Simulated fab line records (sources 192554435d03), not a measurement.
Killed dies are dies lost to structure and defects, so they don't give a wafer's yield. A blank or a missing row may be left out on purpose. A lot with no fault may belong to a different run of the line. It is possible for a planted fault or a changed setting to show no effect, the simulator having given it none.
The tool behind it: which one?	flow n5 finfet	Sampling: 10 lots, 30 wafers, 5 of 1938 route steps

== WHAT EACH GAUGE READ, for each wafer ==
N5_SD_EPI_P_OVL_MEAS_10. Usual: SD_P_BLK_OVL gives -0.4 nm (standard deviation 0.66).
lot	measured	on	SD_P_BLK_OVL (nm)	flag
L502	day 3 13:38	overlay-01	-0.2 -0.6 -0.7	
L504	day 3 23:45	overlay-02	-1.0 -0.8 -1.6	
L508	day 5 00:36	overlay-01	0.4 -0.4 0.7	
L510	day 5 15:51	overlay-02	0.0 -0.3 0.3	
L512	day 6 00:42	overlay-01	-1.4 -2.0 -0.7	
L515	day 6 17:52	overlay-01	0.3 -0.2 0.3	
L517	day 7 06:01	overlay-01	0.8 -0.5 -0.2	
L522	day 8 11:24	overlay-02	-0.9 -0.3 -0.6	
L523	day 8 21:02	overlay-02	-0.6 0.9 -0.9	
L524	day 9 03:37	overlay-01	-1.9 0.6 -0.8	

N5_BEOL_M4_RC_MEAS_101. Usual: DIBL_N 37.3 mV/V, standard deviation 2.3; DIBL_P 37.4 mV/V, standard deviation 2.9; IOFF_N 0.18 nA/um, standard deviation 0.045; IOFF_P 0.25 nA/um, standard deviation 0.054; ION_N 679 uA/um, standard deviation 15; ION_P 468 uA/um, standard deviation 9.7; SS_N 71.8 mV/dec, standard deviation 0.62; SS_P 73.6 mV/dec, standard deviation 0.76; VT_N 248 mV, standard deviation 4.1; VT_P -248 mV, standard deviation 3.6.
lot	measured	on	DIBL_N (mV/V)	DIBL_P (mV/V)	IOFF_N (nA/um)	IOFF_P (nA/um)	ION_N (uA/um)	ION_P (uA/um)	SS_N (mV/dec)	SS_P (mV/dec)	VT_N (mV)	VT_P (mV)	flag
L502	day 8 14:34	prober-01	36.8 36.2 37.5	37.7 35.5 37.9	0.16 0.14 0.17	0.26 0.24 0.28	687 669 689	483 466 482	72.0 71.4 71.9	74.3 73.4 73.8	247 251 246	-246 -245 -246	
L504	day 8 21:13	prober-01	37.0 32.8 34.7	38.6 32.4 35.2	0.17 0.09 0.12	0.24 0.14 0.18	697 651 666	480 450 459	71.6 71.4 71.6	72.8 71.4 72.1	247 259 253	-249 -254 -249	
L508	day 9 07:28	prober-01	35.1 37.2 37.0	35.3 38.0 37.3	0.15 0.19 0.19	0.22 0.27 0.26	687 687 687	473 472 470	71.1 72.2 71.5	73.1 73.1 73.8	246 245 245	-248 -245 -247	
L510	day 10 02:01	prober-02	39.1 38.3 41.6	39.9 37.7 44.0	0.21 0.19 0.27	0.28 0.24 0.34	685 680 706	467 461 480	71.8 71.5 73.0	74.1 72.9 75.6	245 248 244	-247 -249 -245	
L512	day 10 20:28	prober-02	38.0 37.5 39.2	39.3 38.2 40.2	0.22 0.17 0.25	0.24 0.21 0.26	696 675 702	471 455 467	71.9 72.6 71.9	73.7 73.8 73.8	245 248 242	-251 -253 -247	
L515	day 11 02:22	prober-01	38.6 37.7 35.2	39.5 38.2 35.6	0.19 0.17 0.12	0.26 0.25 0.21	668 683 647	457 469 448	72.1 72.4 72.0	74.2 73.5 74.0	248 248 253	-251 -251 -252	
L517	day 12 05:07	prober-02	33.5 32.0 35.5	34.4 33.1 35.0	0.14 0.13 0.16	0.20 0.19 0.21	669 679 652	463 468 450	70.6 70.6 71.8	73.1 72.6 73.5	251 249 251	-249 -250 -253	
L522	day 13 07:53	prober-02	40.7 35.8 39.5	41.8 35.6 41.2	0.23 0.14 0.22	0.30 0.20 0.28	679 662 677	467 462 464	72.8 71.7 73.2	73.9 73.1 74.6	244 252 246	-248 -252 -249	
L523	day 13 12:40	prober-01	38.2 38.9 34.8	37.6 41.0 34.9	0.17 0.22 0.12	0.22 0.31 0.19	663 688 654	455 470 460	72.4 72.6 71.5	73.6 74.6 73.9	254 244 257	-252 -246 -251	
L524	day 13 13:46	prober-02	38.2 37.2 34.7	36.8 36.0 33.0	0.19 0.18 0.13	0.30 0.26 0.21	680 681 675	476 468 472	71.5 71.3 71.0	73.7 73.0 72.6	246 246 251	-242 -246 -248	

== WHICH TOOL RAN EACH LOT (tool, then ch and the chambers of the sampled wafers, then the start) ==
lot	N5_SPACER0_ALD_00	N5_SD_EPI_N_ETCH_45	N5_SD_EPI_N_PRECLEAN_49
L502	ald sin-03 ch 2,3, day 3 07:52	rie diel-02 ch 0,1, day 3 09:17	remote plasma-02 ch 1, day 3 12:17
L504	ald sin-04 ch 0,1, day 3 17:44	rie diel-06 ch 0,3, day 3 19:09	remote plasma-02 ch 1, day 3 22:54
L508	ald sin-01 ch 1,2,3, day 4 19:06	rie diel-02 ch 2,3, day 4 20:31	remote plasma-01 ch 1, day 4 23:32
L510	ald sin-03 ch 0,1,2, day 5 09:56	rie diel-04 ch 0,1,3, day 5 11:14	remote plasma-01 ch 0, day 5 14:14
L512	ald sin-01 ch 0,2,3, day 5 19:20	rie diel-04 ch 0,1,2, day 5 20:45	remote plasma-02 ch 1, day 5 23:45
L515	ald sin-03 ch 0,1,3, day 6 11:46	rie diel-02 ch 2,3, day 6 13:10	remote plasma-01 ch 0, day 6 16:16
L517	ald sin-03 ch 0,2,3, day 6 23:01	rie diel-06 ch 0,2,3, day 7 00:31	remote plasma-01 ch 1, day 7 05:20
L522	ald sin-01 ch 1,2,3, day 8 04:02	rie diel-02 ch 0,1,3, day 8 05:49	remote plasma-02 ch 1, day 8 10:33
L523	ald sin-03 ch 1,2, day 8 14:05	rie diel-06 ch 1,2, day 8 15:32	remote plasma-02 ch 0, day 8 20:17
L524	ald sin-03 ch 0,1,3, day 8 20:02	rie diel-06 ch 1,2, day 8 21:56	remote plasma-02 ch 0, day 9 02:50
- N5_SPACER0_ALD_00: deposits SiOCN, target thk 3.5 nm, pulse time 3 s, purge time 2 s.
- N5_SD_EPI_N_ETCH_45: etches SiOCN in CH3F/O2, target depth 6 nm.
- N5_SD_EPI_N_PRECLEAN_49: cleans in NF3:NH3, afs cycles 1, time 20 s, sublimation time 60 s.

== WHAT THE TOOLS THEMSELVES READ (means of the sampled wafers that have a number; where no wafer has one, the mark that the record gives instead) ==
N5_SPACER0_ALD_00. Usual: heater power w 900 W, standard deviation 86; precursor pulse height rel 0.999, standard deviation 0.023.
lot	tool	heater power w (W)	precursor pulse height rel	flag
L502	ald sin-03	976	1.014	
L504	ald sin-04	1009	0.996	
L508	ald sin-01	907	0.984	
L510	ald sin-03	852	0.993	
L512	ald sin-01	881	0.997	
L515	ald sin-03	835	1.024	
L517	ald sin-03	895	1.015	
L522	ald sin-01	908	1.004	
L523	ald sin-03	919	0.997	
L524	ald sin-03	833	1.019	

N5_SD_EPI_N_ETCH_45. Usual: drypump motor current A 5.6 A, standard deviation 0.39; oes product au 0.79 a.u., standard deviation 0.085; rf fwd power W 408.3 W, standard deviation 1.3; rf vpp V 127.3 V, standard deviation 0.93; showerhead plenum p Torr 1.98 Torr, standard deviation 0.052; throttle valve pct 23.31 %, standard deviation 0.24.
lot	tool	drypump motor current A (A)	oes product au (a.u.)	rf fwd power W (W)	rf vpp V (V)	showerhead plenum p Torr (Torr)	throttle valve pct (%)	flag
L502	rie diel-02	5.7	0.75	407.0	127.2	1.95	22.95	
L504	rie diel-06	5.6	0.86	411.0	127.8	1.97	23.33	
L508	rie diel-02	4.9	0.82	407.3	127.2	2.02	23.13	
L510	rie diel-04	5.6	0.78	408.8	128.4	1.98	23.50	
L512	rie diel-04	5.7	0.74	409.0	127.9	1.99	23.42	
L515	rie diel-02	5.1	0.85	408.5	127.6	1.98	23.32	
L517	rie diel-06	5.5	0.76	406.8	126.9	1.97	23.45	
L522	rie diel-02	5.6	0.77	408.1	126.5	1.96	23.19	
L523	rie diel-06	6.0	0.85	407.5	127.1	1.95	23.49	
L524	rie diel-06	5.9	0.84	408.7	127.0	1.95	23.49	

== THE ANSWER, worked out from the rows above alone ==
Rule: lot off if the mean of its wafers having a number is beyond 3 standard deviations from the usual mean. Also off: a lot with no number at a reading for which 4 or more lots have one. Where the step has rows for the other lots, those lots are counted as sound. After the gauges, taken in route order, come the tools' own readings; for these a lot's mean is taken, as printed above. The first step at which some lot is off is used, and at that step the reading that is off furthest; a lot without a number counts as furthest.
No lot is off at any reading shown: from this, nothing can be told.

== WHAT THE SIMULATOR HAD PUT IN ==
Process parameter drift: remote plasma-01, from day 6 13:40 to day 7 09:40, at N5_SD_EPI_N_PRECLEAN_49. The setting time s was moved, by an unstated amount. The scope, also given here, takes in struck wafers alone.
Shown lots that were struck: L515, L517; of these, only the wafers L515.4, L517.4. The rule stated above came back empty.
